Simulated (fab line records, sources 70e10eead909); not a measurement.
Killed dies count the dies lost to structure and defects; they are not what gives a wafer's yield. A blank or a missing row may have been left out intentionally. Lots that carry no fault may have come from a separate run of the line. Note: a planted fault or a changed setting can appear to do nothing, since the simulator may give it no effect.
Which tool is to blame? ; flow nand-harc ; Sampling: 14 lots, 42 wafers, 2 of 1302 route steps

== WHAT THE GAUGES SHOWED, per wafer ==
NHARC_A_CONTACT_CD_MEAS_69 targets a cd of 300 nm. Usual: cd-nm 299.9 nm, standard deviation 0.36.
lot;measured;on;cd-nm (nm);flag
L902;day 21 18:54;cd-sem-03;300.0 300.4 300.2;
L904;day 22 22:17;cd-sem-02;299.7 299.8 299.9;
L906;day 23 05:56;cd-sem-01;299.6 300.6 299.6;
L907;day 24 03:01;cd-sem-02;300.3 299.8 299.8;
L909;day 25 09:26;cd-sem-02;300.3 299.9 300.2;
L908;day 25 12:49;cd-sem-03;299.4 299.6 299.9;
L910;day 25 22:13;cd-sem-03;300.2 300.1 299.7;
L911;day 26 16:55;cd-sem-03;299.5 299.3 300.1;
L914;day 27 07:31;cd-sem-02;300.0 299.3 300.1;
L916;day 27 12:56;cd-sem-01;299.7 299.2 299.4;
L922;day 30 09:43;cd-sem-01;299.7 299.5 299.5;
L921;day 30 10:10;cd-sem-02;299.4 299.5 299.5;
L923;day 30 21:35;cd-sem-02;299.7 300.2 300.1;
L924;day 31 15:26;cd-sem-01;299.2 299.6 299.8;

== WHAT TOOL EACH LOT RAN ON (gives the tool, then ch and the chambers of the sampled wafers, and finally the start) ==
lot;NHARC_A_CONTACT_ETCH_102
L902;rie-diel-05 ch 0,1,3, day 21 13:56
L904;rie-diel-05 ch 0,1,2, day 22 17:16
L906;rie-diel-04 ch 1,2, day 23 00:59
L907;rie-diel-10 ch 1,2, day 23 22:30
L909;rie-diel-10 ch 0,2,3, day 25 02:54
L908;rie-diel-10 ch 0,1,2, day 25 06:02
L910;rie-diel-10 ch 0,1,2, day 25 17:27
L911;rie-diel-10 ch 2,3, day 26 09:29
L914;rie-diel-10 ch 0,1,3, day 26 20:24
L916;rie-diel-10 ch 0,2, day 27 07:29
L922;rie-diel-10 ch 1,2,3, day 30 05:08
L921;rie-diel-10 ch 1,2,3, day 30 05:33
L923;rie-diel-10 ch 0,1,2, day 30 17:05
L924;rie-diel-10 ch 0,1,2, day 31 10:42
- NHARC_A_CONTACT_ETCH_102: etches the open film in CF4/O2, target depth 100 nm, overetch 10 nm, time 55 s.

== AS READ BY THE TOOLS THEMSELVES (means over the sampled wafers that have a number; for cases with no such wafer, the mark the record gives instead) ==
NHARC_A_CONTACT_ETCH_102. Usual: bias-w 100.00 W, standard deviation 0.29; drypump-motor-current-A 5.9 A, standard deviation 0.44; mfc-ar-sccm 0.008 sccm, standard deviation 0.009; oes_ar_750_au 1.000 a.u., standard deviation 0.005; oes-product-au 0.999 a.u., standard deviation 0.0068; rf-vpp-V 197.9 V, standard deviation 1.4; run-length-s 76.3 s, standard deviation 0.38; showerhead-plenum-p-Torr 1.34 Torr, standard deviation 0.057; throttle-valve-pct 13.397 %, standard deviation 0.0079.
lot;tool;bias-w (W);drypump-motor-current-A (A);mfc-ar-sccm (sccm);oes_ar_750_au (a.u.);oes-product-au (a.u.);rf-vpp-V (V);run-length-s (s);showerhead-plenum-p-Torr (Torr);throttle-valve-pct (%);flag
L902;rie-diel-05;99.85;5.2;0.006;0.998;1.005;197.7;76.4;1.32;13.398;
L904;rie-diel-05;100.21;5.7;0.003;1.001;0.996;197.6;76.3;1.33;13.398;
L906;rie-diel-04;99.89;5.3;0.012;1.000;0.988;196.7;76.2;1.27;13.396;
L907;rie-diel-10;100.29;5.9;0.008;1.001;1.002;197.1;76.5;1.31;13.403;
L909;rie-diel-10;99.89;6.0;0.004;1.006;0.997;198.4;76.5;1.36;13.402;
L908;rie-diel-10;99.79;5.9;0.012;1.002;1.006;198.5;76.3;1.33;13.394;
L910;rie-diel-10;100.15;5.9;0.012;0.997;0.998;197.6;76.4;1.33;13.397;
L911;rie-diel-10;100.29;6.0;0.000;1.004;1.000;197.9;76.6;1.35;13.401;
L914;rie-diel-10;99.90;6.1;0.012;0.999;0.997;198.5;76.2;1.40;13.389;
L916;rie-diel-10;100.00;5.7;0.008;0.996;1.004;198.7;76.1;1.38;13.398;
L922;rie-diel-10;99.89;6.1;0.008;0.999;0.996;198.1;76.4;1.37;13.394;
L921;rie-diel-10;100.23;6.1;0.008;1.002;0.995;199.4;76.5;1.37;13.398;
L923;rie-diel-10;100.29;5.9;0.012;1.005;1.003;199.4;76.2;1.39;13.405;
L924;rie-diel-10;99.76;5.9;0.012;0.999;0.997;199.3;76.2;1.39;13.397;

== THE ANSWER, worked out from the rows above alone ==
Rule: lot off if the mean of its wafers having a number is beyond 3 standard deviations from the usual mean. Also off: a lot with no number at a reading for which 4 or more lots have one. Where the step has rows for the other lots, those lots are counted as sound. The gauges are gone through in route order, then the tools' own readings, and for those a lot's mean is taken as printed above. At the first step where some lot is off, the reading lying furthest off is the one used; lots without a number count as furthest.
None of the lots is off at any reading shown; this tells nothing.

== WHAT THE SIMULATOR HAD INSERTED ==
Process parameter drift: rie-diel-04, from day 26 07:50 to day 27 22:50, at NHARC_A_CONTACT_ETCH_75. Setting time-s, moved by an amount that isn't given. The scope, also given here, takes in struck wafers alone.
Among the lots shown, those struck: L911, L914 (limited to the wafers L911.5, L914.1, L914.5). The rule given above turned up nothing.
